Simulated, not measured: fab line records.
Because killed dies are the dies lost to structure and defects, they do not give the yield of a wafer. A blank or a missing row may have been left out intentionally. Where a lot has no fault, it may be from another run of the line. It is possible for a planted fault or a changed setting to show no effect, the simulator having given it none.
Struck lot and sound lot, side by side / flow nand_harc / 15 out of 1159 route steps
Sound: these wafers, L405.2, L405.4, L405.5. Struck: wafers L413.2, L413.3, L413.4. Last of all comes the cause.
Each step with rows lists, per side, the tool, then ch with its chambers, then its first start. Under that, the readings that differ: sound wafers / struck wafers / difference of the means / sigmas: that difference in standard deviations of wafers without a fault.
alike: readings whose means differ by less than 2 such deviations, and words and numbers that are the same on both sides. not compared: withheld readings, readings that some wafer has no value for, bounds like >300 that may hide the same value, and numbers for which the record gives no deviation and whose values overlap.
A row with sigmas, a row that says differs or no value, or rows on one side alone: a step with any of these is where the two part. Numbers that have no deviation but don't overlap get no sigmas and don't part them. Lack of a reading on every wafer of one side parts them only where that side has two or more wafers.

first, 3 steps without rows for these wafers: NHARC_A_CONTACT_ETCH_51 (etches the open film in O2/COS, target depth 3600 nm, time 936 s); NHARC_A_CONTACT_ETCH_111 (etches the open film in C4F8/O2/Ar, time 140 s, target depth 700 nm); NHARC_A_CONTACT_ETCH_112 (etches the open film in C4F8/O2/Ar, time 94 s, target depth 922 nm).
NHARC_A_CONTACT_ETCH_113: etches the open film in C4F8/O2/Ar, time 94 s, target depth 922 nm.
  sound on har_cap_etch-02 ch 1, day 17 02:29; struck on har_cap_etch-01 ch 0,1, day 18 19:58
  alike: chamber_pressure_mTorr, oes_air_line_au
  not compared: rf_hours_counter_h
NHARC_A_CONTACT_ETCH_114: etches the open film in C4F8/O2/Ar, time 94 s, target depth 922 nm.
  sound on har_cap_etch-02 ch 1, day 17 02:34; struck on har_cap_etch-01 ch 0,1, day 18 20:03
  alike: chamber_pressure_mTorr, oes_air_line_au
  not compared: rf_hours_counter_h
then, 2 steps without rows for these wafers: NHARC_A_CONTACT_ETCH_115 (etches the open film in C4F8/O2/Ar, time 94 s, target depth 922 nm); NHARC_A_CONTACT_ETCH_116 (etches the open film in C4F8/O2/Ar, time 94 s, target depth 922 nm).
NHARC_A_CONTACT_ETCH_117: etches the open film in C4F8/O2/Ar, time 94 s, target depth 922 nm.
  sound on har_cap_etch-02 ch 1, day 17 02:51; struck on har_cap_etch-01 ch 0,1, day 18 20:19
  alike: chamber_pressure_mTorr, oes_air_line_au
  not compared: rf_hours_counter_h
then, 1 step without rows for these wafers: NHARC_A_CONTACT_ETCH_118 (etches the open film in C4F8/O2/Ar, time 94 s, target depth 922 nm).
NHARC_A_CONTACT_ETCH_119: etches the open film in C4F8/O2/Ar, time 94 s, target depth 922 nm.
  sound on har_cap_etch-02 ch 1, day 17 03:02; struck on har_cap_etch-01 ch 0,1, day 18 20:30
  alike: chamber_pressure_mTorr, oes_air_line_au
  not compared: rf_hours_counter_h
then, 1 step without rows for these wafers: NHARC_A_CONTACT_ETCH_120 (etches the open film in C4F8/O2/Ar, time 94 s, target depth 922 nm).
NHARC_A_CONTACT_ETCH_121: etches the open film in C4F8/O2/Ar, time 94 s, target depth 922 nm.
  sound on har_cap_etch-02 ch 1, day 17 03:13; struck on har_cap_etch-01 ch 0,1, day 18 20:41
  alike: chamber_pressure_mTorr, oes_air_line_au
  not compared: rf_hours_counter_h
NHARC_A_CONTACT_ETCH_122: etches the open film in C4F8/O2/Ar, time 95 s, target depth 930 nm.
  sound on har_cap_etch-02 ch 1, day 17 03:18; struck on har_cap_etch-01 ch 0,1, day 18 20:47
  no value came back on the struck wafers for chamber_pressure_mTorr (mTorr), oes_air_line_au (a.u.), time_s (s); on the sound wafers chamber_pressure_mTorr (mTorr) reads 20.020 20.009 19.994
  not compared: rf_hours_counter_h
then, 1 step without rows for these wafers: NHARC_A_CONTACT_ETCH_123 (etches the open film in C4F8/O2/Ar, time 253 s, target depth 1090 nm).
-- record jumps: 3 days between struck wafers' starts before vs after; left off in module A_CONTACT, resumes in module END, first step shown is number 1159 of the route --
NHARC_END_SORT_01:
  sound on prober-01 ch 0, day 20 03:59; struck on prober-02 ch 0, day 22 03:16
reading=killed_at_array; sound=15 15 25; struck=674 674 676; difference=+656; sigmas=+60
reading=killed_dies; sound=22 19 31; struck=677 677 677; difference=+653; sigmas=+54
  alike: killed_at_other, killed_at_periphery, killed_open, killed_short

WHERE THEY PART
At NHARC_A_CONTACT_ETCH_122 first; at NHARC_END_SORT_01 last (within this record only).

WHY: what had been put in by the simulator
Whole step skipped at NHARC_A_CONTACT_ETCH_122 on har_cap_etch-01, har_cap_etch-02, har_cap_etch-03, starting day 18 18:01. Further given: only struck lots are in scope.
